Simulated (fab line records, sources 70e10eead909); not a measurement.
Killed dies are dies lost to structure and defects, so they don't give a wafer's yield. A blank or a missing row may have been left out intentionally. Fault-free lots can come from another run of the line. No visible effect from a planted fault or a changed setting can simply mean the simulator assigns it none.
fab line records	flow nand-harc
[record] lots = 11	wafers = 33	last-day = 34
route steps=1302 shown P_STI@92 P_GATE@127 END@1302
lots that met no fault: from a run of the same line without faults
start-h: hours from the record's first day to the start of the lot's first wafer shown	wait-h: how many hours have passed since the lot's step before this one	" identical to the entry in the row above	L1.1+2: a single row standing in for several wafers	- value missing, or start not given	* or withheld: withheld	< > ~ a bound
route shown NAME@n: names a module that has steps shown in the file, with the first one's number in the route	usual: mean/standard deviation of fault-free wafers	same: alike in all rows	chamber/n: place in a boat	sites: each site's reading	_std_site: how widely they spread, as a standard deviation	_edge_site: mean of outer sites minus mean of inner sites	radius-mm: for every site, how far away it sits from the centre of the wafer	mask NAME#n: copy n	behind: tool/chamber where the wafer was last shaped	hold: reason for holding the lot/hours on hold/outcome of the hold	device: transistor that didn't switch, given as n, p or np	end of line: the same wafers' tests at the end of the route	a step without rows: its recipe alone	killed: at the first sort, the dies lost to defects and structure; wafer yield is something else	map: a wafer's dies, x killed, . not, _ none there
set.NAME: the setting that was run; set.NAME@STEP: the one run at that earlier step	model.NAME: the simulator's own value behind a step, which no gauge read
steps of the route over a sample of lots; a table a step, a row a wafer
services: a tool's chamber out of use, with start hour (start-h, from the record's first day; less than 0 if before it), hours out, and reason
[[steps]]
[step NHARC_P_STI_OCD_MEAS_17]
[usual] trench-depth-nm = 302/3.9	trench-foot-cd-nm = 156.5/2.2
lot.wafer	tool	chamber	start-h	wait-h	trench-depth-nm	trench-foot-cd-nm
L567.1	ocd-01	-	65.86	0.1	297	160.6
L567.2	"	-	"	"	302	157.5
L567.5	"	-	"	"	302	156.8
L569.3	ocd-02	-	84.36	0.1	301	157.1
L569.5	"	-	"	"	301	154.9
L569.6	"	-	"	"	303	152.8
L570.2	ocd-01	-	94.76	0.1	304	160.5
L570.4	"	-	"	"	295	159.0
L570.5	"	-	"	"	303	159.7
L574.1	ocd-01	-	134.69	0.1	299	157.0
L574.2	"	-	"	"	302	152.4
L574.3	"	-	"	"	307	153.9
L577.1	ocd-02	-	163.18	0.1	311	156.7
L577.2	"	-	"	"	307	157.9
L577.5	"	-	"	"	298	157.1
L578.1	ocd-01	-	174.21	0.1	300	158.1
L578.5	"	-	"	"	309	156.8
L578.6	"	-	"	"	305	156.8
L579.1	ocd-02	-	184.62	0.1	301	150.3
L579.5	"	-	"	"	305	155.5
L579.6	"	-	"	"	301	157.6
L581.1	ocd-01	-	205.12	0.1	306	154.4
L581.4	"	-	"	"	307	155.2
L581.5	"	-	"	"	302	155.4
L582.1	ocd-01	-	213.89	0.1	299	158.3
L582.2	"	-	"	"	302	157.4
L582.3	"	-	"	"	306	155.4
L583.1	ocd-01	-	225.17	0.1	301	156.8
L583.3	"	-	"	"	307	156.2
L583.4	"	-	"	"	300	154.7
L587.1	ocd-02	-	264.96	0.1	303	155.0
L587.2	"	-	"	"	296	157.4
L587.6	"	-	"	"	302	155.5
[step NHARC_P_GATE_PRECLEAN_71]
[recipe] time-s = *	temp-c = 50	bath-age-min = 0	chemistry = SC1
[usual] sc1-h2o2-end-mol-l = 0.3697/0.00071
lot.wafer	tool	chamber	start-h	wait-h	sc1-h2o2-end-mol-l
L567.5	wet-bench-06	4	101.20	-	0.3694
L567.1	"	5	"	"	0.3700
L567.2	"	6	"	"	0.3691
L569.6	wet-bench-09	2	124.90	-	0.3694
L569.3	"	3	"	"	0.3705
L569.5	"	4	"	"	0.3688
L570.5	wet-bench-09	7	132.53	-	0.3696
L570.2	"	0	"	"	0.3692
L570.4	"	1	"	"	0.3697
L574.2	wet-bench-06	6	177.51	-	0.3702
L574.3	"	7	"	"	0.3704
L574.1	"	3	"	"	0.3698
L577.2	wet-bench-09	5	195.88	-	0.3694
L577.1	"	6	"	"	0.3687
L577.5	"	7	"	"	0.3701
L578.6	wet-bench-06	7	209.34	-	0.3680
L578.5	"	1	"	"	0.3691
L578.1	"	2	"	"	0.3680
L579.6	wet-bench-09	0	230.12	-	0.3698
L579.5	"	2	"	"	0.3697
L579.1	"	5	"	"	0.3694
L581.4	wet-bench-09	2	248.94	-	0.3703
L581.1	"	3	"	"	0.3699
L581.5	"	4	"	"	0.3698
L582.1	wet-bench-06	6	257.29	-	0.3702
L582.2	"	0	"	"	0.3693
L582.3	"	1	"	"	0.3696
L583.3	wet-bench-06	3	262.18	-	0.3682
L583.1	"	4	"	"	0.3703
L583.4	"	5	"	"	0.3694
L587.2	wet-bench-09	5	303.02	-	0.3692
L587.6	"	7	"	"	0.3700
L587.1	"	1	"	"	0.3692
[step NHARC_P_GATE_INSPECT_28]
[usual] raw-defect-count = 6/3.4
lot.wafer	tool	chamber	start-h	wait-h	raw-defect-count
L567.1	defect-inspect-01	-	115.04	0.0	18
L567.2	"	-	"	"	10
L567.5	"	-	"	"	8
L569.3	defect-inspect-02	-	142.08	0.0	3
L569.5	"	-	"	"	3
L569.6	"	-	"	"	4
L570.2	defect-inspect-01	-	146.00	0.0	4
L570.4	"	-	"	"	10
L570.5	"	-	"	"	12
L574.1	defect-inspect-02	-	191.48	0.0	7
L574.2	"	-	"	"	2
L574.3	"	-	"	"	1
L577.1	defect-inspect-01	-	210.06	0.0	5
L577.2	"	-	"	"	9
L577.5	"	-	"	"	6
L578.1	defect-inspect-01	-	224.49	0.0	3
L578.5	"	-	"	"	7
L578.6	"	-	"	"	4
L579.1	defect-inspect-01	-	249.11	0.0	5
L579.5	"	-	"	"	7
L579.6	"	-	"	"	9
L581.1	defect-inspect-02	-	265.16	0.0	3
L581.4	"	-	"	"	6
L581.5	"	-	"	"	6
L582.1	defect-inspect-02	-	276.28	0.0	1478
L582.2	"	-	"	"	1399
L582.3	"	-	"	"	1421
L583.1	defect-inspect-02	-	276.92	0.0	1442
L583.3	"	-	"	"	1417
L583.4	"	-	"	"	1426
L587.1	defect-inspect-01	-	320.26	0.0	4
L587.2	"	-	"	"	4
L587.6	"	-	"	"	4
[step NHARC_P_GATE_STRIP_108]
[recipe] o2-flow-sccm = 500	ar-flow-sccm = 0	bias-w = 0	chemistry = O2
[usual] drypump-motor-current-A = 5.8/0.39	o2-flow-sccm = 499.9/1.5	oes-product-au = 1.004/0.01	rf-vpp-V = 57.9/0.82	showerhead-plenum-p-Torr = 3.56/0.15	throttle-valve-pct = 17.037/0.0097
lot.wafer	tool	chamber	start-h	wait-h	drypump-motor-current-A	o2-flow-sccm	oes-product-au	rf-hours-counter-h	rf-vpp-V	showerhead-plenum-p-Torr	throttle-valve-pct
L567.2	rie-diel-12	0	115.80	-	5.9	500.9	0.989	2	59.1	3.74	17.035
L567.1	"	2	"	"	5.9	499.5	0.994	1	56.7	3.32	17.034
L567.5	"	0	"	"	5.9	501.6	0.987	-	58.1	3.74	17.030
L569.3	rie-diel-12	1	142.76	-	5.8	501.4	1.005	4	58.3	3.61	17.035
L569.6	"	1	"	"	5.8	500.9	1.007	-	58.7	3.61	17.036
L569.5	"	2	"	"	5.9	499.3	0.991	-	56.1	3.32	17.029
L570.4	rie-diel-06	1	146.68	-	5.1	499.6	0.993	0	57.1	3.55	17.038
L570.2	"	2	"	"	5.5	500.4	1.002	0	59.0	3.32	17.044
L570.5	"	2	"	"	5.5	500.0	1.008	-	57.6	3.32	17.051
L574.3	rie-diel-12	1	192.16	-	5.8	498.3	1.008	7	56.8	3.61	17.041
L574.2	"	2	"	"	5.9	499.7	1.002	5	57.8	3.32	17.037
L574.1	"	0	"	"	5.9	498.2	1.002	7	58.2	3.74	17.028
L577.2	rie-diel-05	3	210.78	-	6.5	501.9	0.992	8	58.5	3.78	17.048
L577.1	"	0	"	"	6.1	500.5	1.012	7	56.7	3.53	17.054
L577.5	"	1	"	"	6.0	501.1	1.008	-	57.4	3.53	17.047
L578.1	rie-diel-06	0	225.26	-	5.5	501.8	0.990	5	58.3	3.61	17.029
L578.5	"	2	"	"	5.5	499.4	1.007	-	56.5	3.31	17.026
L578.6	"	0	"	"	5.5	502.9	1.011	-	57.6	3.61	17.029
L579.1	rie-diel-06	3	249.82	-	5.8	501.9	1.020	6	57.4	3.71	17.023
L579.5	"	1	"	"	5.1	500.0	1.001	-	57.7	3.55	17.032
L579.6	"	2	"	"	5.5	497.7	1.011	-	57.1	3.31	17.022
L581.1	rie-diel-06	1	265.86	-	5.1	499.6	0.999	8	58.1	3.55	17.048
L581.4	"	2	"	"	5.5	499.9	1.005	7	56.2	3.31	17.046
L581.5	"	0	"	"	5.5	498.7	0.993	-	58.2	3.60	17.026
L582.2	rie-diel-05	0	276.96	-	6.1	500.9	1.024	1	58.1	3.52	17.044
L582.1	"	1	"	"	5.9	497.6	1.019	2	57.3	3.53	17.035
L582.3	"	3	"	"	6.5	498.3	1.004	1	57.6	3.78	17.049
L583.1	rie-diel-12	0	277.61	-	5.9	499.9	1.002	0	58.8	3.73	17.040
L583.4	"	2	"	"	5.9	500.1	1.016	0	57.9	3.32	17.040
L583.3	"	3	"	"	6.5	499.2	1.007	0	58.3	3.71	17.038
L587.1	rie-diel-06	2	320.95	-	5.5	497.7	0.992	0	56.9	3.31	17.052
L587.2	"	1	"	"	5.1	499.9	0.991	0	58.1	3.55	17.025
L587.6	"	2	"	"	5.6	498.1	1.002	-	57.5	3.31	17.038
[step NHARC_P_GATE_ALD_36]
[recipe] target-thk-a = 200	pulse-time-s = 60	ald-cycles = 223	temp-c = 400	material = SiNx
[usual] heater-power-w = 891/96	precursor-pulse-height-rel = 1.001/0.021
lot.wafer	tool	chamber	start-h	wait-h	heater-power-w	precursor-pulse-height-rel
L567.1	ald-sin-02	3	117.48	-	964	0.991
L567.2	"	1	119.60	-	813	1.010
L567.5	"	3	121.73	-	964	0.992
L569.3	ald-sin-04	1	143.47	-	978	1.004
L569.6	"	1	147.72	-	962	1.015
L569.5	"	2	148.78	-	987	0.963
L570.4	ald-sin-02	2	149.43	-	816	0.965
L570.2	"	3	150.49	-	970	0.974
L570.5	"	1	152.61	-	784	0.978
L574.2	ald-sin-03	1	193.84	-	768	1.034
L574.1	"	2	194.89	-	993	1.002
L574.3	"	3	195.94	-	907	0.994
L577.2	ald-sin-03	0	211.38	-	755	0.961
L577.1	"	1	212.44	-	776	0.990
L577.5	"	0	215.62	-	751	1.003
L578.1	ald-sin-04	0	226.96	-	934	0.974
L578.5	"	3	230.13	-	991	0.985
L578.6	"	0	231.19	-	925	0.975
L579.1	ald-sin-02	1	253.29	-	768	0.978
L579.6	"	3	254.73	-	944	0.991
L579.5	"	1	257.59	-	772	1.004
L581.1	ald-sin-04	0	266.48	-	964	0.981
L581.4	"	2	268.58	-	975	1.031
L581.5	"	1	271.73	-	928	0.999
L582.2	ald-sin-03	0	277.60	-	739	0.974
L582.1	"	1	278.64	-	763	1.011
L582.3	"	2	279.69	-	1011	0.988
L583.3	ald-sin-02	0	279.30	-	885	1.006
L583.1	"	1	280.36	-	777	0.984
L583.4	"	2	281.42	-	811	0.979
L587.2	ald-sin-04	2	322.66	-	985	1.014
L587.1	"	3	323.74	-	1004	0.996
L587.6	"	2	326.98	-	976	0.985
[step NHARC_P_GATE_INSPECT_68]
[usual] raw-defect-count = 193/65
lot.wafer	tool	chamber	start-h	wait-h	raw-defect-count
L567.1	defect-inspect-02	-	133.41	0.2	136
L567.2	"	-	"	"	198
L567.5	"	-	"	"	115
L569.3	defect-inspect-01	-	160.35	0.1	190
L569.5	"	-	"	"	246
L569.6	"	-	"	"	192
L570.2	defect-inspect-02	-	164.19	0.2	121
L570.4	"	-	"	"	189
L570.5	"	-	"	"	183
L574.1	defect-inspect-02	-	209.64	0.2	229
L574.2	"	-	"	"	192
L574.3	"	-	"	"	137
L577.1	defect-inspect-02	-	228.90	0.2	200
L577.2	"	-	"	"	151
L577.5	"	-	"	"	146
L578.1	defect-inspect-01	-	243.88	0.2	206
L578.5	"	-	"	"	216
L578.6	"	-	"	"	200
L579.1	defect-inspect-02	-	269.74	0.2	140
L579.5	"	-	"	"	218
L579.6	"	-	"	"	177
L581.1	defect-inspect-02	-	283.38	0.2	186
L581.4	"	-	"	"	282
L581.5	"	-	"	"	338
L582.1	defect-inspect-01	-	294.68	0.2	1678
L582.2	"	-	"	"	1553
L582.3	"	-	"	"	1695
L583.1	defect-inspect-02	-	295.39	0.2	1644
L583.3	"	-	"	"	1513
L583.4	"	-	"	"	1510
L587.1	defect-inspect-01	-	339.23	0.2	202
L587.2	"	-	"	"	235
L587.6	"	-	"	"	98
[step NHARC_END_SORT_01]
[recipe] temp-c = 25
[usual] killed-at-array = 57/18	killed-at-other = 0.8/1	killed-at-periphery = 3.9/2.8	killed-dies = 62/18	killed-open = 3.4/1.8	killed-short = 2.2/1.6
[same] gross-dies = 677
lot.wafer	tool	chamber	start-h	wait-h	killed-at-array	killed-at-other	killed-at-periphery	killed-dies	killed-open	killed-short
L570.2	prober-02	0	623.29	2.8	87	0	6	93	7	3
L570.4	prober-02	0	624.87	3.4	88	0	10	98	3	1
L570.5	prober-02	0	625.66	3.7	76	0	12	88	3	1
L574.1	prober-02	0	676.02	2.5	29	3	2	34	5	3
L574.2	prober-02	0	676.81	2.8	39	0	2	41	2	2
L574.3	prober-02	0	677.60	3.1	33	4	3	40	4	3
L581.1	prober-01	0	740.99	2.5	74	2	2	78	5	0
L581.4	prober-01	0	743.41	3.4	67	2	1	70	5	2
L581.5	prober-01	0	744.21	3.7	68	0	6	74	7	2
L582.1	prober-02	0	748.90	2.5	28	2	116	146	0	2
L582.2	prober-02	0	749.68	2.8	27	0	104	131	1	0
L582.3	prober-02	0	750.47	3.1	34	0	110	144	5	6
L583.1	prober-01	0	748.94	2.5	82	0	115	197	0	1
L583.3	prober-01	0	750.54	3.1	84	0	64	148	1	3
L583.4	prober-01	0	751.34	3.4	108	2	100	210	4	2
// killed by level:class
L570.2 A_CHANNEL_HOLE_D1:chamber-film-flake=34 A_SLIT:chamber-film-flake=21 A_CHANNEL_HOLE_D2:chamber-film-flake=7 A_STAIRCASE:chamber-film-flake=6 A_CHANNEL_FILL_D1:chamber-film-flake=4 A_CONTACT:chamber-film-flake=4 A_CHANNEL_FILL_D2:chamber-film-flake=3 P_M0:geometric-particle:open=2
L570.4 A_CHANNEL_HOLE_D1:chamber-film-flake=32 A_SLIT:chamber-film-flake=23 A_CHANNEL_HOLE_D2:chamber-film-flake=9 A_CONTACT:chamber-film-flake=7 A_STAIRCASE:chamber-film-flake=6 P_STI:chamber-film-flake=4 A_CHANNEL_FILL_D1:chamber-film-flake=4 P_BONDPAD:chamber-film-flake=3
L570.5 A_SLIT:chamber-film-flake=30 A_CHANNEL_HOLE_D1:chamber-film-flake=26 A_STAIRCASE:chamber-film-flake=7 P_ZERO_WELL:chamber-film-flake=5 A_CHANNEL_HOLE_D2:chamber-film-flake=5 A_CONTACT:chamber-film-flake=5 P_STI:chamber-film-flake=2 P_GATE:chamber-film-flake=2
L574.1 A_SLIT:chamber-film-flake=16 A_CONTACT:chamber-film-flake=2 A_BLC:chamber-film-flake=2 THIN_TSV:chamber-film-flake=2 P_CONTACT:geometric-particle:open=1 P_M1:geometric-particle:open=1 A_DECK1_JOINT:geometric-particle:short=1 A_CHANNEL_FILL_D2:geometric-particle:open=1
L574.2 A_SLIT:chamber-film-flake=30 A_CHANNEL_HOLE_D1:chamber-film-flake=3 A_BLC:chamber-film-flake=2 P_CONTACT:geometric-particle:short=1 P_M0:geometric-particle:open=1 A_ONON_D2:geometric-particle:open=1 A_CHANNEL_HOLE_D2:geometric-particle:short=1 A_CHANNEL_HOLE_D2:chamber-film-flake=1
L574.3 A_SLIT:chamber-film-flake=18 THIN_TSV:chamber-film-flake=4 A_CONTACT:chamber-film-flake=3 A_ONON_D2:geometric-particle:short=2 A_M0:geometric-particle:open=2 A_CHANNEL_HOLE_D2:chamber-film-flake=2 A_STAIRCASE:chamber-film-flake=2 A_BLC:chamber-film-flake=2
L581.1 A_SLIT:chamber-film-flake=31 A_CHANNEL_HOLE_D2:chamber-film-flake=22 A_CHANNEL_HOLE_D1:chamber-film-flake=8 A_CONTACT:chamber-film-flake=3 A_STAIRCASE:chamber-film-flake=2 THIN_TSV:chamber-film-flake=2 P_M0:geometric-particle:open=1 A_ONON_D1:geometric-particle:open=1
L581.4 A_SLIT:chamber-film-flake=23 A_CHANNEL_HOLE_D2:chamber-film-flake=17 A_CHANNEL_HOLE_D1:chamber-film-flake=10 A_STAIRCASE:chamber-film-flake=4 A_SGD_CUT:chamber-film-flake=2 A_CONTACT:chamber-film-flake=2 THIN_TSV:chamber-film-flake=2 A_ONON_D1:geometric-particle:open=1
L581.5 A_CHANNEL_HOLE_D2:chamber-film-flake=23 A_SLIT:chamber-film-flake=22 A_CHANNEL_HOLE_D1:chamber-film-flake=8 A_CONTACT:chamber-film-flake=5 P_GATE:geometric-particle:open=3 A_STAIRCASE:chamber-film-flake=3 P_M0:geometric-particle:open=2 A_SGD_CUT:chamber-film-flake=2
L582.1 P_GATE:unspecified=111 A_CHANNEL_HOLE_D1:chamber-film-flake=7 A_SLIT:chamber-film-flake=5 A_CONTACT:chamber-film-flake=5 P_M1:chamber-film-flake=4 A_CHANNEL_FILL_D1:chamber-film-flake=2 A_DECK1_JOINT:chamber-film-flake=2 A_BONDPAD:chamber-film-flake=2
L583.1 P_GATE:unspecified=106 A_CHANNEL_HOLE_D1:chamber-film-flake=25 A_CHANNEL_HOLE_D2:chamber-film-flake=25 A_SLIT:chamber-film-flake=18 P_M1:chamber-film-flake=5 A_BONDPAD:chamber-film-flake=4 P_GATE:chamber-film-flake=3 A_DECK1_JOINT:chamber-film-flake=3
L582.2 P_GATE:unspecified=102 A_CHANNEL_HOLE_D1:chamber-film-flake=14 A_CONTACT:chamber-film-flake=4 A_STAIRCASE:chamber-film-flake=2 A_ONON_D2:geometric-particle:open=1 A_SLIT:chamber-film-flake=1 P_GATE:chamber-film-flake=1 P_M1:chamber-film-flake=1
L582.3 P_GATE:unspecified=103 A_CHANNEL_HOLE_D1:chamber-film-flake=8 A_STAIRCASE:chamber-film-flake=4 A_CONTACT:chamber-film-flake=4 A_BONDPAD:chamber-film-flake=4 P_M1:chamber-film-flake=3 P_M2:geometric-particle:short=2 A_SOURCE_PLATE:geometric-particle:open=2
L583.3 P_GATE:unspecified=63 A_CHANNEL_HOLE_D2:chamber-film-flake=28 A_SLIT:chamber-film-flake=23 A_CHANNEL_HOLE_D1:chamber-film-flake=17 A_STAIRCASE:chamber-film-flake=6 A_M1:chamber-film-flake=2 A_ONON_D1:geometric-particle:short=1 A_CHANNEL_FILL_D2:geometric-particle:open=1
L583.4 P_GATE:unspecified=98 A_SLIT:chamber-film-flake=32 A_CHANNEL_HOLE_D1:chamber-film-flake=31 A_CHANNEL_HOLE_D2:chamber-film-flake=22 A_CONTACT:chamber-film-flake=7 A_BONDPAD:chamber-film-flake=4 A_ZERO_WELL:chamber-film-flake=2 A_M1:chamber-film-flake=2
[[services]]
tool	chamber	start-h	hours	kind
rie-diel-12	-	91.40	9.0	pm
ald-sin-04	-	91.49	10.0	pm
rie-diel-06	2	109.60	6.1	repair
rie-diel-06	-	124.93	0.1	repair
rie-diel-06	-	130.27	9.0	pm
ald-sin-02	-	132.53	10.0	pm
rie-diel-05	0	134.22	4.4	repair
rie-diel-05	2	155.74	2.8	repair
ald-sin-03	-	175.01	10.0	pm
wet-bench-09	-	176.86	8.0	pm
wet-bench-06	-	193.60	8.0	pm
ald-sin-03	-	203.40	0.9	repair
rie-diel-06	2	213.22	6.0	repair
rie-diel-06	3	220.10	6.1	repair
ald-sin-03	0	226.96	2.0	repair
rie-diel-05	-	229.66	9.0	pm
ald-sin-02	2	250.22	5.4	repair
rie-diel-12	-	268.40	9.0	pm
rie-diel-12	3	283.44	5.6	repair
rie-diel-06	2	294.14	7.0	repair
wet-bench-06	-	298.38	0.8	repair
ald-sin-04	1	298.47	2.1	repair
rie-diel-06	-	307.27	9.0	pm
ald-sin-03	-	319.64	0.9	repair
[[key]]
[first-sign] step = NHARC_P_GATE_INSPECT_28	reading = raw-defect-count	direction = up	sigmas = 99+	usual = 6	struck = 1430
[effect] step = NHARC_P_GATE_INSPECT_68	reading = raw-defect-count	direction = up	sigmas = 21	usual = 193	struck = 1599
[effect] step = NHARC_END_SORT_01	reading = killed-at-periphery	direction = up	sigmas = 35	usual = 3.9	struck = 101.5
[more-kills-born-at] NHARC_P_GATE_PRECLEAN_71@wet-bench-06 = 583
met-at NHARC_P_GATE_PRECLEAN_71
struck-lots L582,L583
tester-left-out L582,L583
not-acting-at NHARC_P_STI_OCD_MEAS_17,NHARC_P_GATE_STRIP_108,NHARC_P_GATE_ALD_36
onset-between 209.34 257.29
[fault] kind = chamber-particle-source	tool = wet-bench-06	chamber = -	onset-h = 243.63	steps = NHARC_P_GATE_PRECLEAN_71	rate-per-visit-cm2 = 2.1877	end-h = 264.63
// tester-left-out: of these lots the tester's yield and bins aren't shown, on N5 and GAA mostly nor the transistor test; their killed dies are dies lost to structure and defects alone, not to doping, threshold or leakage, so they don't give the yield
